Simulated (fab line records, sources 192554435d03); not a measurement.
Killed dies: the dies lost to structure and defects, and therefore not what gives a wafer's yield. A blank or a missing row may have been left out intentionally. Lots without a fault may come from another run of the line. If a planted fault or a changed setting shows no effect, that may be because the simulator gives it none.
Struck lot and sound lot, side by side | flow n5 finfet | 14 out of 1938 route steps
Sound: the wafers L197.1, L197.2, L197.4. Struck: wafer L206.3 (L206.5, L206.6, from the same lot, were not struck and are left out); the cause is given at the end.
Per side, at each step with rows, come the tool, then ch with its chambers, and then its first start. Under that, the readings that differ: sound wafers | struck wafers | difference of the means | sigmas: that difference in standard deviations of wafers without a fault.
alike: words and numbers the same on both sides, and readings whose means are apart by under 2 such deviations; not compared: readings that were withheld, readings missing a value for some wafer, numbers with overlapping values and no deviation given by the record, and bounds like >300 which may hide the same value.
A row with sigmas, a row that says differs or no value, or rows on one side alone: a step with any of these is where the two part. Numbers that have no deviation but don't overlap get no sigmas and don't part them. A reading that every wafer of one side lacks parts them only if that side has two wafers or more.

N5_BEOL_M13_TRENCH_ETCH_34: etches SiOC in C4F8/O2/Ar, target depth 413.47 nm, time 162.6 s.
  sound on rie diel-01 ch 0,2,3, day 13 10:25; struck on rie diel-03 ch 1, day 16 00:26
  reading                | sound             | struck | difference | sigmas
  he outer torr (Torr)   | 29.94 29.93 29.90 | 30.07  | +0.15      | +2
  rf hours counter h (h) | 53 198 57         | 29     | -74        |
  alike: drypump motor current A, oes product au, rf vpp V, showerhead plenum p Torr, throttle valve pct
then, 1 step without rows for these wafers: N5_BEOL_M13_STRIP_70 (strips in C4F8/O2/Ar).
N5_BEOL_M13_OCD_MEAS_35:
  struck on ocd-02, day 16 00:36; sound on ocd-01, day 13 10:35
  alike: trench depth nm
then, 1 step without rows for these wafers: N5_BEOL_M13_STRIP_37 (strips in N2/H2).
N5_BEOL_M13_ETCH_38: etches SiCN in CF4/N2, target depth 67.5 nm, time 71.9 s.
  sound on rie diel-03 ch 1,2,3, day 13 15:47; struck on rie diel-03 ch 1, day 16 01:25
  alike: drypump motor current A, oes product au, rf vpp V, showerhead plenum p Torr, throttle valve pct
  not compared: rf hours counter h
then, 2 steps without rows for these wafers: N5_BEOL_M13_PRECLEAN_39 (cleans in residue remover, time 60 s); N5_BEOL_M13_SRD_40 (time 30 s, dry time 30 s).
N5_BEOL_M13_DEGAS_41: time 60 s.
  struck on pvd sputter-01, day 16 01:49; sound on pvd sputter-03, day 13 16:17
  alike: heater power w
then, 1 step without rows for these wafers: N5_BEOL_M13_PRE_CLEAN_42 (time 30 s).
N5_BEOL_M13_SPUTTER_43: material TaN, target thk 15 nm, time 24.19 s.
  struck on pvd sputter-01, day 16 01:54; sound on pvd sputter-03, day 13 16:22
  alike: throttle valve pct
N5_BEOL_M13_SPUTTER_44: material Ta, target thk 10 nm, time 16.13 s.
  struck on pvd sputter-01, day 16 01:59; sound on pvd sputter-03, day 13 16:27
  alike: throttle valve pct
then, 1 step without rows for these wafers: N5_BEOL_M13_SPUTTER_45 (material Cu, target thk 80 nm, time 13.33 s).
N5_BEOL_M13_ECD_47: material Cu, target thk 936 nm.
  sound on ecd cu-02 ch 0,1, day 13 16:49; struck on ecd cu-01 ch 0, day 16 02:14
  reading                                 | sound           | struck | difference | sigmas
  model.Cu_of_BEOL_M13_ECD_47.thk nm (nm) | 927 948.6 936.6 | 1298   | +361       |
then, 1 step without rows for these wafers: N5_BEOL_M13_ANNEAL_48 (time 90 s).

WHERE THEY PART
Within this record, at N5_BEOL_M13_TRENCH_ETCH_34 only. Later steps at which nothing parts them and some readings are alike: N5_BEOL_M13_OCD_MEAS_35, N5_BEOL_M13_ETCH_38, N5_BEOL_M13_DEGAS_41, N5_BEOL_M13_SPUTTER_43, N5_BEOL_M13_SPUTTER_44.

WHY: what the simulator had put in
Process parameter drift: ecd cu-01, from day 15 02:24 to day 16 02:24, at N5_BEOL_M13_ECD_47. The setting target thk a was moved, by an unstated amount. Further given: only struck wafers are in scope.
